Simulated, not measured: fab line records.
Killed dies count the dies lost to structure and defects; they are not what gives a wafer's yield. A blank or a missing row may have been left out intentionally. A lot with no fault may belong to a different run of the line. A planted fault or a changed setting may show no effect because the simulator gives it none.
Which tool is to blame? ; flow nandHarc ; Sampling: 24 lots, 72 wafers, 2 of 1302 route steps

WHAT EACH GAUGE READ, for each wafer
NHARC_A_CONTACT_OVL_MEAS_43.
lot;measured;on;overlayXNm (nm);overlayYNm (nm)
L075;day 21 20:41;overlay-02;-1.1 -0.7 -0.8;-1.4 -0.6 -0.7
L074;day 21 20:51;overlay-02;-0.8 0.2 -0.6;-0.2 0.1 0.0
L077;day 22 06:34;overlay-02;1.1 1.2 1.2;-0.8 -1.1 -1.0
L076;day 22 08:16;overlay-02;0.1 -0.1 0.6;1.0 1.4 1.4
L078;day 22 18:05;overlay-01;1.4 1.0 1.8;-0.1 -0.5 -1.0
L081;day 23 21:19;overlay-02;-0.1 -0.1 0.1;-0.7 0.0 -0.5
L080;day 24 01:04;overlay-01;0.0 -0.2 -0.2;0.0 -0.2 -0.4
L079;day 24 07:20;overlay-01;-0.9 -0.8 -0.6;-1.3 -1.0 -1.6
L083;day 25 04:57;overlay-02;1.7 1.2 1.4;0.6 0.7 0.9
L082;day 25 05:06;overlay-01;1.4 0.9 0.9;-1.7 -1.1 -1.1
L084;day 25 11:50;overlay-02;-1.1 -1.1 -1.5;0.9 0.7 0.3
L085;day 25 14:53;overlay-02;-1.0 -0.4 -0.1;-0.8 -0.2 0.7
L086;day 26 03:52;overlay-02;-0.6 -1.0 -0.7;-0.2 -0.3 -0.2
L088;day 27 08:55;overlay-01;0.8 0.5 0.6;0.5 1.1 0.6
L087;day 27 09:04;overlay-02;-0.2 -0.9 0.5;0.2 0.4 0.3
L089;day 27 13:18;overlay-01;-2.1 -1.2 -0.8;-1.6 -1.3 -1.4
L090;day 28 00:54;overlay-02;-0.5 -0.4 -0.8;-2.1 -1.3 -2.4
L091;day 28 13:39;overlay-01;0.9 1.0 0.9;1.2 1.0 0.6
L094;day 29 07:53;overlay-02;0.6 0.1 -0.4;1.0 1.0 0.7
L092;day 29 09:29;overlay-02;-0.2 0.1 0.2;0.2 0.3 0.3
L093;day 29 15:40;overlay-02;-0.4 -0.4 -0.4;-0.7 -0.6 -1.6
L096;day 30 14:25;overlay-01;-1.2 -1.1 -1.0;-1.1 -0.4 -0.8
L095;day 30 19:59;overlay-02;0.5 1.4 1.0;-0.4 0.0 0.1
L097;day 31 04:22;overlay-01;-0.5 -0.3 0.0;0.1 0.2 0.8

NHARC_A_CONTACT_INSPECT_71.
lot;measured;on;rawDefectCount
L075;day 22 13:23;defectInspect-01;107 104 95
L074;day 22 13:41;defectInspect-02;71 60 71
L077;day 22 18:32;defectInspect-01;62 62 64
L076;day 22 23:25;defectInspect-01;108 95 125
L078;day 23 06:22;defectInspect-02;35 36 30
L081;day 24 08:28;defectInspect-01;142 141 152
L080;day 24 15:26;defectInspect-01;127 120 138
L079;day 24 19:11;defectInspect-02;158 152 149
L083;day 25 21:41;defectInspect-02;40 39 41
L082;day 25 18:23;defectInspect-02;114 117 136
L084;day 25 23:43;defectInspect-02;93 86 88
L085;day 26 01:07;defectInspect-02;63 70 68
L086;day 26 14:14;defectInspect-01;37 44 45
L088;day 27 21:35;defectInspect-01;73 63 60
L087;day 27 21:48;defectInspect-02;119 94 90
L089;day 28 04:07;defectInspect-02;131 111 112
L090;day 28 12:05;defectInspect-01;65 59 58
L091;day 28 23:55;defectInspect-02;29 33 27
L094;day 29 18:32;defectInspect-02;64 85 91
L092;day 29 20:44;defectInspect-01;157 142 170
L093;day 30 01:46;defectInspect-01;88 71 72
L096;day 31 00:47;defectInspect-02;19 27 23
L095;day 31 11:58;defectInspect-01;33 50 48
L097;day 31 20:06;defectInspect-01;157 136 141

WHICH TOOL RAN EACH LOT (tool, then ch and the chambers of the sampled wafers, then the start)
There is no process step in the record ahead of these readings.

WHAT THE TOOLS THEMSELVES READ (means of the sampled wafers that have a number; where no wafer has one, the mark that the record gives instead)
The record holds no such reading with a usual standard deviation.

THE ANSWER, worked out from the rows above alone
Rule: the usual values come from the lots themselves. Put in order of their means at a reading, lots are off if they are a third of the lots or fewer, leave a main group of 4 or more, and stand apart from it by a gap of 3 or more times the standard deviation of the main group's means; of several such gaps the widest counts. A main group whose means are all the same, to the digits that the tables above print for the reading, isn't used. Also off: a lot with no number at a reading for which 4 or more lots have one. The other lots that the step has rows for count as sound. First the gauges in route order, then the tools' own readings, where a lot's mean is used as printed above. The first step at which some lot is off is used, and at that step the reading that is off furthest; a lot without a number counts as furthest.
No lot is off at any reading shown: from this, nothing can be told.

WHAT THE SIMULATOR PUT IN
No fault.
